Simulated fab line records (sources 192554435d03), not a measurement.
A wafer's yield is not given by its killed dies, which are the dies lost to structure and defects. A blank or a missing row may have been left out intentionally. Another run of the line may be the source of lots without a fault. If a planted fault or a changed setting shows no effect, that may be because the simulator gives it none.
Split-lot experiment || flow n5-finfet || 7 lots, 21 wafers read, on a route of 1938 steps

## SPLIT DETAILS
At N5_BEOL_M0_SAQP_EXPOSE_11 (exposes mask M0 CORE, target cd 42 nm), the setting dose-mj was moved away from the recipe's 55 on 6 of the 21 wafers read, by +2.9% to +7.3%. This setting was run at the recipe's value on the other wafers.

## FROM THE SPLIT TO THE READING: what the file shows between them, 2 steps
- N5_BEOL_M0_SAQP_PEB_12: peb time 60 s
- N5_BEOL_M0_SAQP_DEVELOP_13: develop time 30 s

## THE READING
cd-nm, in nm, at N5_BEOL_M0_SAQP_CD_MEAS_14 (target cd 42.5 nm). On this fab line, fault-free wafers typically give 42.4 nm with a standard deviation of 0.42 nm.

{"wafer": "L074.2", "tool, chamber at the split": "arfi-scanner-02, 0", "dose-mj as run": 55, "against the recipe": "recipe", "cd-nm, nm": 43.0, "against lot-mates on the recipe": "-"}
{"wafer": "L074.3", "tool, chamber at the split": "arfi-scanner-02, 0", "dose-mj as run": 55, "against the recipe": "recipe", "cd-nm, nm": 42.9, "against lot-mates on the recipe": "-"}
{"wafer": "L074.6", "tool, chamber at the split": "arfi-scanner-02, 0", "dose-mj as run": 55, "against the recipe": "recipe", "cd-nm, nm": 43.1, "against lot-mates on the recipe": "-"}
{"wafer": "L079.2", "tool, chamber at the split": "arfi-scanner-01, 0", "dose-mj as run": 55, "against the recipe": "recipe", "cd-nm, nm": 42.7, "against lot-mates on the recipe": "-"}
{"wafer": "L079.4", "tool, chamber at the split": "arfi-scanner-01, 0", "dose-mj as run": 55, "against the recipe": "recipe", "cd-nm, nm": 42.1, "against lot-mates on the recipe": "-"}
{"wafer": "L079.6", "tool, chamber at the split": "arfi-scanner-01, 0", "dose-mj as run": 55, "against the recipe": "recipe", "cd-nm, nm": 41.9, "against lot-mates on the recipe": "-"}
{"wafer": "L084.2", "tool, chamber at the split": "arfi-scanner-03, 0", "dose-mj as run": 55, "against the recipe": "recipe", "cd-nm, nm": 42.2, "against lot-mates on the recipe": "-"}
{"wafer": "L084.3", "tool, chamber at the split": "arfi-scanner-03, 0", "dose-mj as run": 55, "against the recipe": "recipe", "cd-nm, nm": 42.0, "against lot-mates on the recipe": "-"}
{"wafer": "L084.6", "tool, chamber at the split": "arfi-scanner-03, 0", "dose-mj as run": 55, "against the recipe": "recipe", "cd-nm, nm": 42.3, "against lot-mates on the recipe": "-"}
{"wafer": "L089.1", "tool, chamber at the split": "arfi-scanner-01, 0", "dose-mj as run": 55, "against the recipe": "recipe", "cd-nm, nm": 42.1, "against lot-mates on the recipe": "-"}
{"wafer": "L089.2", "tool, chamber at the split": "arfi-scanner-01, 0", "dose-mj as run": 55, "against the recipe": "recipe", "cd-nm, nm": 42.4, "against lot-mates on the recipe": "-"}
{"wafer": "L089.6", "tool, chamber at the split": "arfi-scanner-01, 0", "dose-mj as run": 55, "against the recipe": "recipe", "cd-nm, nm": 42.9, "against lot-mates on the recipe": "-"}
{"wafer": "L091.1", "tool, chamber at the split": "arfi-scanner-03, 0", "dose-mj as run": 55, "against the recipe": "recipe", "cd-nm, nm": 42.5, "against lot-mates on the recipe": "-"}
{"wafer": "L091.2", "tool, chamber at the split": "arfi-scanner-03, 0", "dose-mj as run": 57.39, "against the recipe": "+4.3%", "cd-nm, nm": 41.6, "against lot-mates on the recipe": -0.9}
{"wafer": "L091.5", "tool, chamber at the split": "arfi-scanner-03, 0", "dose-mj as run": 57.39, "against the recipe": "+4.3%", "cd-nm, nm": 40.8, "against lot-mates on the recipe": -1.7}
{"wafer": "L092.1", "tool, chamber at the split": "arfi-scanner-03, 0", "dose-mj as run": 56.6, "against the recipe": "+2.9%", "cd-nm, nm": 41.4, "against lot-mates on the recipe": -0.7}
{"wafer": "L092.3", "tool, chamber at the split": "arfi-scanner-03, 0", "dose-mj as run": 55, "against the recipe": "recipe", "cd-nm, nm": 42.1, "against lot-mates on the recipe": "-"}
{"wafer": "L092.6", "tool, chamber at the split": "arfi-scanner-03, 0", "dose-mj as run": 56.6, "against the recipe": "+2.9%", "cd-nm, nm": 41.5, "against lot-mates on the recipe": -0.6}
{"wafer": "L096.2", "tool, chamber at the split": "arfi-scanner-02, 0", "dose-mj as run": 55, "against the recipe": "recipe", "cd-nm, nm": 42.7, "against lot-mates on the recipe": "-"}
{"wafer": "L096.4", "tool, chamber at the split": "arfi-scanner-02, 0", "dose-mj as run": 59.03, "against the recipe": "+7.3%", "cd-nm, nm": 41.1, "against lot-mates on the recipe": -1.6}
{"wafer": "L096.5", "tool, chamber at the split": "arfi-scanner-02, 0", "dose-mj as run": 59.03, "against the recipe": "+7.3%", "cd-nm, nm": 40.6, "against lot-mates on the recipe": -2.1}

FIT RESULTS
A straight line over all 21 wafers: cd-nm changes by -0.244 nm for each +1% of dose-mj; r = -0.84; the points scatter about the line by 0.4 nm.
The same after taking each lot's own level away (the mean of its wafers on the recipe; 21 wafers): -0.26 nm for each +1%; r = -0.93; scatter 0.26 nm.
That fit puts the effect of the largest move of dose-mj on the reading at 1.9 nm.
The lots' own levels span 42.10 to 43.00 nm, that is 2.1 times the standard deviation above.
The two slopes agree, so the slope changes little with the lot-to-lot level.
Check: -2.06 nm against its lot-mates is what the line predicts for one of the wafers moved furthest among these (+7.3%) when that wafer is left out of the fit. It came out at -1.6 nm against them.

## OTHER SPLITS APPLIED TO THESE WAFERS
Note: prior to the reading, these wafers also went through further splits. Each is held against what the fit with the lots' levels taken away leaves over:
{"other split on the same wafers": "N5_GATE_CUT_EXPOSE_10 dose-mj", "wafers away from the commonest value": 8, "r with cd-nm (lot level and that fit taken away)": "+0.13"}
{"other split on the same wafers": "N5_MOL_CONTACT_COAG_ETCH_106 source-w", "wafers away from the commonest value": 6, "r with cd-nm (lot level and that fit taken away)": "+0.46"}
{"other split on the same wafers": "N5_BEOL_M0_SAQP_COAT_08 spin-rpm", "wafers away from the commonest value": 8, "r with cd-nm (lot level and that fit taken away)": -0.32}

## FILE'S OWN FIT
cd-nm changes by -0.255 nm for each +1% of dose-mj, r = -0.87.
